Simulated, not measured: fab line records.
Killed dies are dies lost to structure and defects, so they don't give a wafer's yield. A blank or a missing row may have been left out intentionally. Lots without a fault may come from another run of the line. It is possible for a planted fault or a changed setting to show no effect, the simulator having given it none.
Lot-split experiment | flow n5-finfet | route with 1938 steps; 7 lots, 21 wafers read

SPLIT DETAILS
At N5_WELL_APT_EXPOSE_05 (exposes mask NWELL, defocus 0 nm, target cd 200 nm), the setting dose-mj was moved away from the recipe's 20.3 on 6 of the 21 wafers read, by -7.4% to +3.2%. The other wafers ran this setting at the recipe's value.

FROM THE SPLIT TO THE READING: what the file shows between them, 2 steps
- N5_WELL_APT_DEVELOP_07: develop time 45 s (also split here: develop-time-s)
- N5_WELL_APT_HARDBAKE_12: time 120 s

THE READING
cd-nm at N5_WELL_APT_CD_MEAS_08, given in nm (cd target 200 nm). On this fab line, fault-free wafers typically give 200.3 nm with a standard deviation of 1.7 nm.

wafer  | tool, chamber at the split | dose-mj as run | against the recipe | cd-nm, nm | against lot-mates on the recipe
L076.1 | krf-scanner-02, 0          | 20.3           | recipe             | 200.5     | -
L076.3 | krf-scanner-02, 0          | 20.3           | recipe             | 202.1     | -
L076.6 | krf-scanner-02, 0          | 20.3           | recipe             | 199.1     | -
L079.2 | krf-scanner-01, 0          | 20.3           | recipe             | 203.9     | -
L079.3 | krf-scanner-01, 0          | 20.3           | recipe             | 200.9     | -
L079.5 | krf-scanner-01, 0          | 20.3           | recipe             | 201.3     | -
L080.2 | krf-scanner-01, 0          | 20.3           | recipe             | 202.3     | -
L080.4 | krf-scanner-01, 0          | 20.3           | recipe             | 201.0     | -
L080.6 | krf-scanner-01, 0          | 20.3           | recipe             | 201.2     | -
L084.3 | krf-scanner-02, 0          | 20.95          | +3.2%              | 206.8     | +5.7
L084.4 | krf-scanner-02, 0          | 20.3           | recipe             | 201.1     | -
L084.6 | krf-scanner-02, 0          | 20.95          | +3.2%              | 207.8     | +6.7
L088.2 | krf-scanner-01, 0          | 18.97          | -6.6%              | 191.0     | -7.7
L088.4 | krf-scanner-01, 0          | 20.3           | recipe             | 198.7     | -
L088.6 | krf-scanner-01, 0          | 18.97          | -6.6%              | 187.4     | -11.3
L094.1 | krf-scanner-02, 0          | 20.3           | recipe             | 198.4     | -
L094.3 | krf-scanner-02, 0          | 18.8           | -7.4%              | 188.7     | -9.7
L094.5 | krf-scanner-02, 0          | 18.8           | -7.4%              | 190.8     | -7.6
L097.1 | krf-scanner-01, 0          | 20.3           | recipe             | 201.2     | -
L097.2 | krf-scanner-01, 0          | 20.3           | recipe             | 199.0     | -
L097.6 | krf-scanner-01, 0          | 20.3           | recipe             | 201.9     | -

THE FIT
A straight line over all 21 wafers: cd-nm changes by +1.68 nm for each +1% of dose-mj; r = +0.96; the points scatter about the line by 1.6 nm.
The same after taking each lot's own level away (the mean of its wafers on the recipe; 21 wafers): +1.38 nm for each +1%; r = +0.96; scatter 1.3 nm.
The reading moves by 10 nm for the largest change in dose-mj, on that fit.
From 198.40 to 202.03 nm: that is the span of the lots' own levels, equal to 2.1 times the standard deviation above.
In other words, the slope is changed by the lot-to-lot level; the two fits disagree.
Check: -10 nm against its lot-mates is what the line predicts for one of the wafers moved furthest among these (-7.4%) when that wafer is left out of the fit. Against them it came out at -9.7 nm.

THE OTHER SPLITS THESE WAFERS WENT THROUGH
These wafers also went through other splits before the reading. Each is held against what the fit with the lots' levels taken away leaves over:
other split on the same wafers        | wafers away from the commonest value | r with cd-nm (lot level and that fit taken away)
N5_WELL_APT_DEVELOP_07 develop-time-s | 6                                    | +0.16

THE WHOLE CHAIN: every reading that the file lists as answering this split, in the file's order
step                   | what it does             | reading                                                         | change (the file's fit)              | r (the file's)
N5_WELL_APT_CD_MEAS_08 | target cd 200 nm         | cd-nm                                                           | +1.36 nm for each +1% of the setting | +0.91
N5_WELL_APT_DESCUM_13  | chemistry O2, time 7.9 s | WELL_APT.cd-nm (the simulator's own value, which no gauge read) | +1.39 nm for each +1% of the setting | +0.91

FILE'S OWN FIT
cd-nm changes by +1.36 nm for each +1% of dose-mj, r = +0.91.
